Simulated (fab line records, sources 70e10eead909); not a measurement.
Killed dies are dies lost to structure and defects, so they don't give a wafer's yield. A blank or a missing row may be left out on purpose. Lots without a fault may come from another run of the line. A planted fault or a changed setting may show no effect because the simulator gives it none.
Tool commonality check | flow nand_harc | 14 lots, 42 wafers sampled

WHY IT WAS OPENED
At NHARC_P_M1_CD_MEAS_09 the reading cd_nm is flagged on 2 of 14 lots. Wafers without a fault read 129.7 nm, standard deviation 0.65.
Rule: a lot is flagged when every wafer of it that has a number lies more than 4 standard deviations from that mean, or none has a number. The other lots count as sound.

lot  | measured     | on        | cd_nm (nm), wafer by wafer | flag
L862 | day 6 01:52  | cd_sem-02 | 129.5 129.3 129.3          |
L864 | day 6 05:51  | cd_sem-02 | 129.2 129.7 130.3          |
L867 | day 7 02:14  | cd_sem-02 | 129.9 130.2 130.5          |
L870 | day 8 03:07  | cd_sem-02 | 159.6 160.3 159.8          | FLAGGED
L872 | day 8 10:01  | cd_sem-03 | 153.0 152.6 153.3          | FLAGGED
L877 | day 9 04:59  | cd_sem-01 | 129.2 129.1 129.3          |
L874 | day 9 16:41  | cd_sem-02 | 129.7 130.1 130.1          |
L876 | day 10 01:55 | cd_sem-02 | 128.9 130.1 130.0          |
L878 | day 10 06:35 | cd_sem-03 | 130.0 130.3 129.6          |
L880 | day 10 14:02 | cd_sem-02 | 129.4 128.9 129.2          |
L882 | day 10 21:06 | cd_sem-02 | 129.0 127.9 128.7          |
L883 | day 11 05:38 | cd_sem-01 | 129.8 129.6 129.7          |
L884 | day 11 11:13 | cd_sem-02 | 130.6 129.5 129.4          |
L885 | day 11 11:38 | cd_sem-02 | 129.6 130.5 130.3          |
The numbers of the flagged lots are 156.4 nm on average: +26.7 nm against the usual, or +41 standard deviations.

WHICH TOOL RAN EACH LOT
The record holds 2 process steps before the reading, out of a route of 1159 steps. In each cell: the tool, then ch and the chambers that the sampled wafers went through, then the start.
lot  | flag    | NHARC_P_M0_DEGAS_28          | NHARC_P_M1_PEB_07
L862 |         | pvd_sputter-02, day 5 22:53  | litho_track-04 ch 0, day 6 01:47
L864 |         | pvd_sputter-02, day 6 02:48  | litho_track-06 ch 0, day 6 05:46
L867 |         | pvd_sputter-01, day 6 23:23  | litho_track-06 ch 0, day 7 02:10
L870 | FLAGGED | pvd_sputter-03, day 8 00:10  | litho_track-01 ch 0, day 8 03:02
L872 | FLAGGED | pvd_sputter-01, day 8 07:12  | litho_track-01 ch 0, day 8 09:56
L877 |         | pvd_sputter-01, day 9 02:04  | litho_track-04 ch 0, day 9 04:54
L874 |         | pvd_sputter-03, day 9 13:45  | litho_track-06 ch 0, day 9 16:37
L876 |         | pvd_sputter-02, day 9 22:52  | litho_track-04 ch 0, day 10 01:50
L878 |         | pvd_sputter-03, day 10 03:45 | litho_track-04 ch 0, day 10 06:31
L880 |         | pvd_sputter-02, day 10 10:59 | litho_track-04 ch 0, day 10 13:57
L882 |         | pvd_sputter-01, day 10 17:19 | litho_track-06 ch 0, day 10 21:01
L883 |         | pvd_sputter-03, day 11 02:43 | litho_track-06 ch 0, day 11 05:34
L884 |         | pvd_sputter-02, day 11 08:22 | litho_track-06 ch 0, day 11 11:08
L885 |         | pvd_sputter-03, day 11 08:36 | litho_track-01 ch 0, day 11 11:34
What these steps do:
- NHARC_P_M0_DEGAS_28: time 60 s.
- NHARC_P_M1_PEB_07: peb time 65 s.
- NHARC_P_M1_CD_MEAS_09: target cd 130 nm.

FLAGGED OVER TOTAL, TOOL BY TOOL (the gauges that took the reading come last)
step                  | tool           | lots run | flagged | share of the flagged lots | sound lots run after its first flagged lot
NHARC_P_M0_DEGAS_28   | pvd_sputter-01 | 4        | 1       | some                      | 2 (L877,L882)
NHARC_P_M0_DEGAS_28   | pvd_sputter-02 | 5        | 0       | none                      | -
NHARC_P_M0_DEGAS_28   | pvd_sputter-03 | 5        | 1       | some                      | 4 (L874,L878,L883,L885)
NHARC_P_M1_PEB_07     | litho_track-01 | 3        | 2       | all                       | 1 (L885)
NHARC_P_M1_PEB_07     | litho_track-04 | 5        | 0       | none                      | -
NHARC_P_M1_PEB_07     | litho_track-06 | 6        | 0       | none                      | -
NHARC_P_M1_CD_MEAS_09 | cd_sem-01      | 2        | 0       | none                      | -
NHARC_P_M1_CD_MEAS_09 | cd_sem-02      | 10       | 1       | some                      | 6 (L874,L876,L880,L882,L884,L885)
NHARC_P_M1_CD_MEAS_09 | cd_sem-03      | 2        | 1       | some                      | 1 (L878)

WHAT THE TABLE ALLOWS
1 row of the table ran every flagged lot: litho_track-01 at NHARC_P_M1_PEB_07.
- litho_track-01 at NHARC_P_M1_PEB_07: 2 of its 3 lots flagged. Sound lots ran on it after the first flagged one (L885), which a lasting fault on the whole tool wouldn't allow. Its own readings lie more than 4 standard deviations out on every wafer of the flagged lots: heater_power_total_W, plate_temp_C.
No row of the table ran every flagged lot and no sound lot after the first.

WHAT THE SIMULATOR HAD PUT IN
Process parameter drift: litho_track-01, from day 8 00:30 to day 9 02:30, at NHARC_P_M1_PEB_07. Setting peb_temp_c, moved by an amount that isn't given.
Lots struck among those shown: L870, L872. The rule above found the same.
